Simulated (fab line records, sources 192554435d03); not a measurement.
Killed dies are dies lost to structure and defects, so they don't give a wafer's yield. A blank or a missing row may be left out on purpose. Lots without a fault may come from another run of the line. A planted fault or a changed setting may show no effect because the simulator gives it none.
Which tool did it? | flow n5_finfet | 24 lots, 72 wafers sampled, at 6 steps of a route of 1938

WHAT THE GAUGES READ, wafer by wafer
N5_GATE_CUT_INSPECT_26: inspects for defects (darkfield). Usual: raw_defect_count 41, standard deviation 17.
lot  | measured     | on                | raw_defect_count | flag
L074 | day 4 18:48  | defect_inspect-01 | 39 54 56         |
L075 | day 5 01:22  | defect_inspect-02 | 46 21 30         |
L076 | day 5 03:37  | defect_inspect-02 | 57 23 30         |
L077 | day 5 09:14  | defect_inspect-01 | 41 10 45         |
L078 | day 5 14:10  | defect_inspect-01 | 50 39 35         |
L079 | day 5 23:39  | defect_inspect-01 | 51 125 53        |
L080 | day 6 05:04  | defect_inspect-01 | 32 53 39         |
L081 | day 6 10:22  | defect_inspect-02 | 21 39 28         |
L082 | day 6 21:01  | defect_inspect-02 | 28 30 65         |
L083 | day 6 23:18  | defect_inspect-02 | 32 27 19         |
L084 | day 7 05:20  | defect_inspect-02 | 45 40 25         |
L086 | day 7 16:12  | defect_inspect-01 | 76 55 65         |
L085 | day 7 20:31  | defect_inspect-01 | 60 45 42         |
L087 | day 7 22:55  | defect_inspect-02 | 23 32 47         |
L088 | day 8 03:19  | defect_inspect-01 | 18 39 35         |
L089 | day 8 12:52  | defect_inspect-01 | 30 34 29         |
L090 | day 8 14:43  | defect_inspect-01 | 58 54 35         |
L091 | day 8 22:15  | defect_inspect-01 | 42 39 61         |
L092 | day 9 02:27  | defect_inspect-01 | 50 47 31         |
L093 | day 9 09:01  | defect_inspect-01 | 25 22 27         |
L094 | day 9 15:22  | defect_inspect-02 | 42 60 30         |
L095 | day 9 22:01  | defect_inspect-01 | 29 23 34         |
L096 | day 10 03:07 | defect_inspect-01 | 19 34 25         |
L097 | day 10 14:22 | defect_inspect-02 | 44 22 55         |

WHICH TOOL RAN EACH LOT (tool, then ch and the chambers of the sampled wafers, then the start)
lot  | N5_HKMG_FIN_CVD_62                      | N5_HKMG_FIN_PWFM_ALD_03             | N5_GATE_CUT_ETCHBACK_00          | N5_GATE_CUT_CUT_ETCH_53           | N5_GATE_CUT_VAPOR_ETCH_51
L074 | thermal_cvd_si-02 ch 0,1, day 4 04:43   | ald_metal-04 ch 1,2,3, day 4 05:31  | rie_metal-02 ch 0,1, day 4 10:44 | rie_metal-03 ch 0,1, day 4 15:11  | rie_metal-03 ch 0,1, day 4 15:31
L075 | thermal_cvd_si-01 ch 1,2, day 4 10:30   | ald_metal-01 ch 0,2,3, day 4 11:13  | rie_metal-01 ch 0,1, day 4 17:10 | rie_metal-02 ch 0,1, day 4 22:02  | rie_metal-02 ch 0,1, day 4 22:17
L076 | thermal_cvd_si-02 ch 0,1,2, day 4 13:38 | ald_metal-04 ch 0,2,3, day 4 14:22  | rie_metal-01 ch 0,1, day 4 19:53 | rie_metal-01 ch 0,1, day 5 00:39  | rie_metal-01 ch 0,1, day 5 00:53
L077 | thermal_cvd_si-01 ch 0,1,2, day 4 18:29 | ald_metal-03 ch 0,1,2, day 4 19:12  | rie_metal-03 ch 0,1, day 5 00:25 | rie_metal-02 ch 0,1, day 5 06:16  | rie_metal-02 ch 0,1, day 5 06:31
L078 | thermal_cvd_si-02 ch 0,2, day 5 00:55   | ald_metal-03 ch 0,1,3, day 5 01:38  | rie_metal-03 ch 0,1, day 5 07:04 | rie_metal-01 ch 0,1, day 5 11:12  | rie_metal-01 ch 0,1, day 5 11:26
L079 | thermal_cvd_si-01 ch 0,2, day 5 09:26   | ald_metal-01 ch 2,3, day 5 10:30    | rie_metal-01 ch 0,1, day 5 15:56 | rie_metal-01 ch 0,1, day 5 20:40  | rie_metal-01 ch 0,1, day 5 20:54
L080 | thermal_cvd_si-02 ch 0,1,2, day 5 14:47 | ald_metal-03 ch 1,2, day 5 15:39    | rie_metal-01 ch 0,1, day 5 21:05 | rie_metal-01 ch 0,1, day 6 02:01  | rie_metal-01 ch 0,1, day 6 02:15
L081 | thermal_cvd_si-01 ch 0,1,2, day 5 20:47 | ald_metal-03 ch 1,2,3, day 5 21:47  | rie_metal-03 ch 0,1, day 6 03:07 | rie_metal-02 ch 0,1, day 6 07:24  | rie_metal-02 ch 0,1, day 6 07:38
L082 | thermal_cvd_si-02 ch 0,1,2, day 6 06:51 | ald_metal-04 ch 0,1,2, day 6 07:34  | rie_metal-01 ch 0,1, day 6 13:26 | rie_metal-01 ch 0,1, day 6 18:03  | rie_metal-01 ch 0,1, day 6 18:17
L083 | thermal_cvd_si-01 ch 1,2, day 6 09:44   | ald_metal-03 ch 0,1,3, day 6 10:34  | rie_metal-03 ch 0,1, day 6 15:58 | rie_metal-03 ch 0,1, day 6 20:19  | rie_metal-03 ch 0,1, day 6 20:34
L084 | thermal_cvd_si-02 ch 1,2, day 6 15:50   | ald_metal-04 ch 1,2,3, day 6 16:33  | rie_metal-01 ch 0,1, day 6 21:59 | rie_metal-03 ch 0,1, day 7 02:17  | rie_metal-03 ch 0,1, day 7 02:32
L086 | thermal_cvd_si-01 ch 0,1, day 7 02:32   | ald_metal-04 ch 2,3, day 7 03:20    | rie_metal-01 ch 0,1, day 7 09:04 | rie_metal-02 ch 0,1, day 7 13:15  | rie_metal-02 ch 0,1, day 7 13:29
L085 | thermal_cvd_si-02 ch 1,2, day 7 06:55   | ald_metal-03 ch 2,3, day 7 07:39    | rie_metal-03 ch 0,1, day 7 13:19 | rie_metal-02 ch 0,1, day 7 17:33  | rie_metal-02 ch 0,1, day 7 17:47
L087 | thermal_cvd_si-01 ch 0,1,2, day 7 09:28 | ald_metal-03 ch 0,2,3, day 7 10:13  | rie_metal-03 ch 0,1, day 7 15:44 | rie_metal-03 ch 1, day 7 19:56    | rie_metal-03 ch 1, day 7 20:11
L088 | thermal_cvd_si-02 ch 0,1,2, day 7 14:00 | ald_metal-03 ch 1,3, day 7 14:43    | rie_metal-02 ch 0,1, day 7 20:10 | rie_metal-02 ch 0,1, day 8 00:20  | rie_metal-02 ch 0,1, day 8 00:35
L089 | thermal_cvd_si-01 ch 1,2, day 7 21:44   | ald_metal-01 ch 0,1,3, day 7 22:27  | rie_metal-01 ch 0,1, day 8 03:40 | rie_metal-03 ch 0, day 8 08:30    | rie_metal-03 ch 0, day 8 08:59
L090 | thermal_cvd_si-02 ch 0,2, day 8 00:36   | ald_metal-04 ch 0,2,3, day 8 01:29  | rie_metal-02 ch 0,1, day 8 07:14 | rie_metal-03 ch 0,1, day 8 11:26  | rie_metal-03 ch 0,1, day 8 11:41
L091 | thermal_cvd_si-01 ch 1,2, day 8 06:56   | ald_metal-04 ch 0,1, day 8 07:39    | rie_metal-02 ch 0,1, day 8 13:53 | rie_metal-02 ch 0,1, day 8 19:16  | rie_metal-02 ch 0,1, day 8 19:31
L092 | thermal_cvd_si-02 ch 1,2, day 8 12:32   | ald_metal-01 ch 0,3, day 8 13:16    | rie_metal-01 ch 0, day 8 19:17   | rie_metal-01 ch 0,1, day 8 23:28  | rie_metal-01 ch 0,1, day 8 23:43
L093 | thermal_cvd_si-01 ch 0,2, day 8 19:30   | ald_metal-03 ch 0,1,3, day 8 20:14  | rie_metal-02 ch 0,1, day 9 01:37 | rie_metal-03 ch 0,1, day 9 06:03  | rie_metal-03 ch 0,1, day 9 06:17
L094 | thermal_cvd_si-02 ch 0,2, day 9 02:13   | ald_metal-04 ch 1,3, day 9 02:55    | rie_metal-02 ch 0,1, day 9 08:21 | rie_metal-02 ch 0,1, day 9 12:24  | rie_metal-02 ch 0,1, day 9 12:38
L095 | thermal_cvd_si-01 ch 0,1,2, day 9 08:16 | ald_metal-01 ch 0,2,3, day 9 09:01  | rie_metal-02 ch 0,1, day 9 14:36 | rie_metal-01 ch 0,1, day 9 19:04  | rie_metal-01 ch 0,1, day 9 19:17
L096 | thermal_cvd_si-02 ch 0,2, day 9 13:32   | ald_metal-04 ch 1,2, day 9 14:29    | rie_metal-01 ch 0, day 9 19:54   | rie_metal-03 ch 0,1, day 10 00:09 | rie_metal-03 ch 0,1, day 10 00:23
L097 | thermal_cvd_si-01 ch 0,1,2, day 9 23:40 | ald_metal-03 ch 1,2,3, day 10 00:29 | rie_metal-03 ch 1, day 10 05:58  | rie_metal-02 ch 0,1, day 10 10:37 | rie_metal-02 ch 0,1, day 10 10:52
- N5_HKMG_FIN_CVD_62: deposits a-Si from Si2H6, target thk 3 nm, time 20.8 s.
- N5_HKMG_FIN_PWFM_ALD_03: deposits TiN, target thk 2 nm, pulse time 1 s, purge time 3 s.
- N5_GATE_CUT_ETCHBACK_00: etches W in SF6/Cl2.
- N5_GATE_CUT_CUT_ETCH_53: etches W in SF6/Cl2, target depth 79.2 nm.
- N5_GATE_CUT_VAPOR_ETCH_51: etches HfO2 in BCl3/Cl2.

WHAT THE TOOLS THEMSELVES READ (means of the sampled wafers that have a number; where no wafer has one, the mark that the record gives instead)
N5_HKMG_FIN_CVD_62. Usual: heater_power_w 1405 W, standard deviation 98.
lot  | tool              | heater_power_w (W) | flag
L074 | thermal_cvd_si-02 | 1406               |
L075 | thermal_cvd_si-01 | 1271               |
L076 | thermal_cvd_si-02 | 1453               |
L077 | thermal_cvd_si-01 | 1356               |
L078 | thermal_cvd_si-02 | 1458               |
L079 | thermal_cvd_si-01 | 1401               |
L080 | thermal_cvd_si-02 | 1451               |
L081 | thermal_cvd_si-01 | 1350               |
L082 | thermal_cvd_si-02 | 1465               |
L083 | thermal_cvd_si-01 | 1275               |
L084 | thermal_cvd_si-02 | 1441               |
L086 | thermal_cvd_si-01 | 1391               |
L085 | thermal_cvd_si-02 | 1446               |
L087 | thermal_cvd_si-01 | 1374               |
L088 | thermal_cvd_si-02 | 1457               |
L089 | thermal_cvd_si-01 | 1296               |
L090 | thermal_cvd_si-02 | 1468               |
L091 | thermal_cvd_si-01 | 1285               |
L092 | thermal_cvd_si-02 | 1464               |
L093 | thermal_cvd_si-01 | 1319               |
L094 | thermal_cvd_si-02 | 1458               |
L095 | thermal_cvd_si-01 | 1347               |
L096 | thermal_cvd_si-02 | 1442               |
L097 | thermal_cvd_si-01 | 1352               |

N5_HKMG_FIN_PWFM_ALD_03. Usual: heater_power_w 869 W, standard deviation 110; precursor_pulse_height_rel 1.000, standard deviation 0.019.
lot  | tool         | heater_power_w (W) | precursor_pulse_height_rel | flag
L074 | ald_metal-04 | 862                | 1.007                      |
L075 | ald_metal-01 | 779                | 0.999                      |
L076 | ald_metal-04 | 902                | 1.006                      |
L077 | ald_metal-03 | 909                | 1.001                      |
L078 | ald_metal-03 | 874                | 1.004                      |
L079 | ald_metal-01 | 889                | 0.987                      |
L080 | ald_metal-03 | 805                | 0.995                      |
L081 | ald_metal-03 | 842                | 1.002                      |
L082 | ald_metal-04 | 855                | 1.000                      |
L083 | ald_metal-03 | 875                | 1.008                      |
L084 | ald_metal-04 | 854                | 0.990                      |
L086 | ald_metal-04 | 874                | 1.018                      |
L085 | ald_metal-03 | 874                | 1.000                      |
L087 | ald_metal-03 | 933                | 1.008                      |
L088 | ald_metal-03 | 810                | 1.004                      |
L089 | ald_metal-01 | 865                | 0.995                      |
L090 | ald_metal-04 | 898                | 0.997                      |
L091 | ald_metal-04 | 840                | 1.000                      |
L092 | ald_metal-01 | 922                | 1.001                      |
L093 | ald_metal-03 | 867                | 1.008                      |
L094 | ald_metal-04 | 902                | 1.008                      |
L095 | ald_metal-01 | 786                | 0.993                      |
L096 | ald_metal-04 | 831                | 1.002                      |
L097 | ald_metal-03 | 829                | 1.008                      |

N5_GATE_CUT_ETCHBACK_00. Usual: chamber_pressure_mTorr 8.000 mTorr, standard deviation 0.0075; drypump_motor_current_A 6.1 A, standard deviation 0.34; oes_product_au 0.74 a.u., standard deviation 0.092; throttle_valve_pct 27.52 %, standard deviation 0.28.
lot  | tool         | chamber_pressure_mTorr (mTorr) | drypump_motor_current_A (A) | oes_product_au (a.u.) | throttle_valve_pct (%) | flag
L074 | rie_metal-02 | 8.002                          | 5.9                         | 0.81                  | 27.62                  |
L075 | rie_metal-01 | 7.997                          | 6.3                         | 0.82                  | 27.32                  |
L076 | rie_metal-01 | 7.995                          | 6.3                         | 0.75                  | 27.47                  |
L077 | rie_metal-03 | 7.997                          | 6.0                         | 0.72                  | 27.57                  |
L078 | rie_metal-03 | 7.993                          | 6.0                         | 0.73                  | 27.56                  |
L079 | rie_metal-01 | 7.997                          | 6.3                         | 0.80                  | 27.32                  |
L080 | rie_metal-01 | 7.994                          | 6.3                         | 0.74                  | 27.48                  |
L081 | rie_metal-03 | 7.995                          | 6.0                         | 0.72                  | 27.57                  |
L082 | rie_metal-01 | 8.007                          | 6.3                         | 0.80                  | 27.33                  |
L083 | rie_metal-03 | 8.002                          | 5.7                         | 0.68                  | 27.34                  |
L084 | rie_metal-01 | 7.996                          | 6.3                         | 0.73                  | 27.48                  |
L086 | rie_metal-01 | 7.999                          | 6.2                         | 0.73                  | 27.48                  |
L085 | rie_metal-03 | 8.007                          | 5.7                         | 0.68                  | 27.34                  |
L087 | rie_metal-03 | 8.000                          | 6.0                         | 0.72                  | 27.57                  |
L088 | rie_metal-02 | 8.004                          | 5.9                         | 0.78                  | 27.63                  |
L089 | rie_metal-01 | 8.004                          | 6.3                         | 0.79                  | 27.32                  |
L090 | rie_metal-02 | 8.004                          | 5.9                         | 0.71                  | 27.73                  |
L091 | rie_metal-02 | 8.000                          | 5.9                         | 0.78                  | 27.62                  |
L092 | rie_metal-01 | 8.004                          | 6.3                         | 0.66                  | 27.64                  |
L093 | rie_metal-02 | 8.007                          | 5.9                         | 0.78                  | 27.64                  |
L094 | rie_metal-02 | 7.989                          | 5.9                         | 0.77                  | 27.64                  |
L095 | rie_metal-02 | 8.002                          | 5.9                         | 0.70                  | 27.74                  |
L096 | rie_metal-01 | 7.995                          | 6.3                         | 0.66                  | 27.65                  |
L097 | rie_metal-03 | 7.998                          | 6.4                         | 0.73                  | 27.82                  |

N5_GATE_CUT_CUT_ETCH_53. Usual: chamber_pressure_mTorr 8.000 mTorr, standard deviation 0.0072; drypump_motor_current_A 6.0 A, standard deviation 0.38; etch_rf_on_time_s 26.5 s, standard deviation 0.6; oes_product_au 0.66 a.u., standard deviation 0.087; throttle_valve_pct 28.91 %, standard deviation 0.3.
lot  | tool         | chamber_pressure_mTorr (mTorr) | drypump_motor_current_A (A) | etch_rf_on_time_s (s) | oes_product_au (a.u.) | throttle_valve_pct (%) | flag
L074 | rie_metal-03 | 7.996                          | 5.7                         | 26.2                  | 0.62                  | 28.71                  |
L075 | rie_metal-02 | 7.998                          | 5.9                         | 26.3                  | 0.66                  | 29.13                  |
L076 | rie_metal-01 | 8.007                          | 6.3                         | 27.2                  | 0.72                  | 28.73                  |
L077 | rie_metal-02 | 7.998                          | 5.9                         | 26.2                  | 0.65                  | 29.13                  |
L078 | rie_metal-01 | 8.003                          | 6.3                         | 27.3                  | 0.66                  | 28.88                  |
L079 | rie_metal-01 | 7.998                          | 6.3                         | 27.4                  | 0.66                  | 28.89                  |
L080 | rie_metal-01 | 7.997                          | 6.3                         | 27.4                  | 0.71                  | 28.73                  |
L081 | rie_metal-02 | 7.996                          | 5.9                         | 25.8                  | 0.73                  | 29.02                  |
L082 | rie_metal-01 | 8.011                          | 6.3                         | 26.9                  | 0.67                  | 28.89                  |
L083 | rie_metal-03 | 7.999                          | 6.0                         | 26.6                  | 0.64                  | 28.96                  |
L084 | rie_metal-03 | 8.003                          | 5.7                         | 26.4                  | 0.61                  | 28.72                  |
L086 | rie_metal-02 | 7.999                          | 5.9                         | 26.2                  | 0.65                  | 29.13                  |
L085 | rie_metal-02 | 7.995                          | 6.0                         | 26.2                  | 0.65                  | 29.13                  |
L087 | rie_metal-03 | 8.004                          | 6.4                         | 26.5                  | 0.66                  | 29.23                  |
L088 | rie_metal-02 | 7.996                          | 6.0                         | 26.3                  | 0.65                  | 29.13                  |
L089 | rie_metal-03 | 8.000                          | 5.3                         | 25.8                  | 0.58                  | 28.48                  |
L090 | rie_metal-03 | 7.995                          | 5.7                         | 26.4                  | 0.60                  | 28.73                  |
L091 | rie_metal-02 | 7.999                          | 5.9                         | 26.2                  | 0.64                  | 29.14                  |
L092 | rie_metal-01 | 7.997                          | 6.3                         | 27.6                  | 0.69                  | 28.74                  |
L093 | rie_metal-03 | 7.997                          | 6.0                         | 26.7                  | 0.62                  | 28.98                  |
L094 | rie_metal-02 | 8.007                          | 6.0                         | 26.2                  | 0.64                  | 29.15                  |
L095 | rie_metal-01 | 7.997                          | 6.2                         | 27.0                  | 0.64                  | 28.89                  |
L096 | rie_metal-03 | 7.999                          | 6.0                         | 26.5                  | 0.63                  | 28.97                  |
L097 | rie_metal-02 | 7.997                          | 5.9                         | 26.2                  | 0.64                  | 29.15                  |

N5_GATE_CUT_VAPOR_ETCH_51. Usual: drypump_motor_current_A 6.0 A, standard deviation 0.38; oes_product_au 0.74 a.u., standard deviation 0.1.
lot  | tool         | drypump_motor_current_A (A) | oes_product_au (a.u.) | flag
L074 | rie_metal-03 | 5.7                         | 0.69                  |
L075 | rie_metal-02 | 5.9                         | 0.72                  |
L076 | rie_metal-01 | 6.3                         | 0.81                  |
L077 | rie_metal-02 | 5.9                         | 0.73                  |
L078 | rie_metal-01 | 6.3                         | 0.75                  |
L079 | rie_metal-01 | 6.3                         | 0.74                  |
L080 | rie_metal-01 | 6.3                         | 0.81                  |
L081 | rie_metal-02 | 5.9                         | 0.80                  |
L082 | rie_metal-01 | 6.3                         | 0.74                  |
L083 | rie_metal-03 | 6.0                         | 0.71                  |
L084 | rie_metal-03 | 5.7                         | 0.67                  |
L086 | rie_metal-02 | 5.9                         | 0.72                  |
L085 | rie_metal-02 | 5.9                         | 0.72                  |
L087 | rie_metal-03 | 6.4                         | 0.74                  |
L088 | rie_metal-02 | 5.9                         | 0.71                  |
L089 | rie_metal-03 | 5.3                         | 0.64                  |
L090 | rie_metal-03 | 5.7                         | 0.68                  |
L091 | rie_metal-02 | 5.9                         | 0.71                  |
L092 | rie_metal-01 | 6.3                         | 0.79                  |
L093 | rie_metal-03 | 6.0                         | 0.70                  |
L094 | rie_metal-02 | 5.9                         | 0.70                  |
L095 | rie_metal-01 | 6.3                         | 0.73                  |
L096 | rie_metal-03 | 6.0                         | 0.70                  |
L097 | rie_metal-02 | 5.9                         | 0.70                  |

THE ANSWER, worked out from the rows above alone
Rule: a lot is off if the mean of its wafers that have a number lies more than 3 standard deviations from the usual mean. A lot without any number at a reading at which 4 lots or more have one is off too. The other lots that the step has rows for count as sound. The gauges are gone through in route order, then the tools' own readings, and for those a lot's mean is taken as printed above. The first step at which some lot is off is used, and at that step the reading that is off furthest; a lot without a number counts as furthest.
No lot is off at any reading shown: from this, nothing can be told.

WHAT THE SIMULATOR HAD PUT IN
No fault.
